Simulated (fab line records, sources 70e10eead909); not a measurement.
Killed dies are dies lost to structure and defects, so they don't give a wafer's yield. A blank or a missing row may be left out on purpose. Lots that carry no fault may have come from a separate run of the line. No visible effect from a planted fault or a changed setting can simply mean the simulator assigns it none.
Matching of chambers || flow nandHarc || rieDiel-02 running NHARC_P_M2_ETCH_35: 4 sister chambers
The step etches the open film in N2/H2, target depth 40 nm, overetch 12 nm, time 43.94 s. 7 wafers are shown with their chamber, then 7 later ones without.

## WAFERS, EACH WITH ITS CHAMBER
{"wafer": "L394.5", "chamber": 1, "showerheadPlenumPTorr (Torr)": 2.17, "drypumpMotorCurrentA (A)": 6.40}
{"wafer": "L396.2", "chamber": 1, "showerheadPlenumPTorr (Torr)": 2.17, "drypumpMotorCurrentA (A)": 6.40}
{"wafer": "L408.1", "chamber": 0, "showerheadPlenumPTorr (Torr)": 2.07, "drypumpMotorCurrentA (A)": 5.79}
{"wafer": "L408.2", "chamber": 3, "showerheadPlenumPTorr (Torr)": 2.20, "drypumpMotorCurrentA (A)": 6.13}
{"wafer": "L408.6", "chamber": 2, "showerheadPlenumPTorr (Torr)": 2.15, "drypumpMotorCurrentA (A)": 5.99}
{"wafer": "L410.4", "chamber": 2, "showerheadPlenumPTorr (Torr)": 2.15, "drypumpMotorCurrentA (A)": 5.97}
{"wafer": "L410.5", "chamber": 0, "showerheadPlenumPTorr (Torr)": 2.06, "drypumpMotorCurrentA (A)": 5.81}

## WAFERS WHOSE CHAMBER IS MISSING
{"wafer": "L410.6", "showerheadPlenumPTorr (Torr)": 2.17, "drypumpMotorCurrentA (A)": 6.35}
{"wafer": "L411.4", "showerheadPlenumPTorr (Torr)": 2.20, "drypumpMotorCurrentA (A)": 6.12}
{"wafer": "L411.5", "showerheadPlenumPTorr (Torr)": 2.17, "drypumpMotorCurrentA (A)": 6.35}
{"wafer": "L411.6", "showerheadPlenumPTorr (Torr)": 2.06, "drypumpMotorCurrentA (A)": 5.81}
{"wafer": "L412.1", "showerheadPlenumPTorr (Torr)": 2.15, "drypumpMotorCurrentA (A)": 6.01}
{"wafer": "L412.3", "showerheadPlenumPTorr (Torr)": 2.20, "drypumpMotorCurrentA (A)": 6.13}
{"wafer": "L412.4", "showerheadPlenumPTorr (Torr)": 2.17, "drypumpMotorCurrentA (A)": 6.39}

## THE CHAMBER EACH PASSED THROUGH
{"wafer": "L410.6", "from the rows above": 1, "in truth": 1}
{"wafer": "L411.4", "from the rows above": 3, "in truth": 3}
{"wafer": "L411.5", "from the rows above": 1, "in truth": 1}
{"wafer": "L411.6", "from the rows above": 0, "in truth": 0}
{"wafer": "L412.1", "from the rows above": 2, "in truth": 2}
{"wafer": "L412.3", "from the rows above": 3, "in truth": 3}
{"wafer": "L412.4", "from the rows above": 1, "in truth": 1}
Correctly placed: 7 of 7. Left unplaced by these rows: 0. Number placed wrongly: 0.
How it was worked out, from the rows above alone: a wafer's distance from a chamber is the root of the sum, over the readings, of the square of ((its reading less the chamber's mean) divided by the reading's scatter). The wafer belongs to the nearest chamber; if the next one is less than 2 further off, it can't be placed. For every chamber, the mean is computed from those of its wafers that are shown. The scatter: the root of (the sum of the squares of (reading less its chamber's mean) over the shown wafers, divided by (wafers less chambers)).
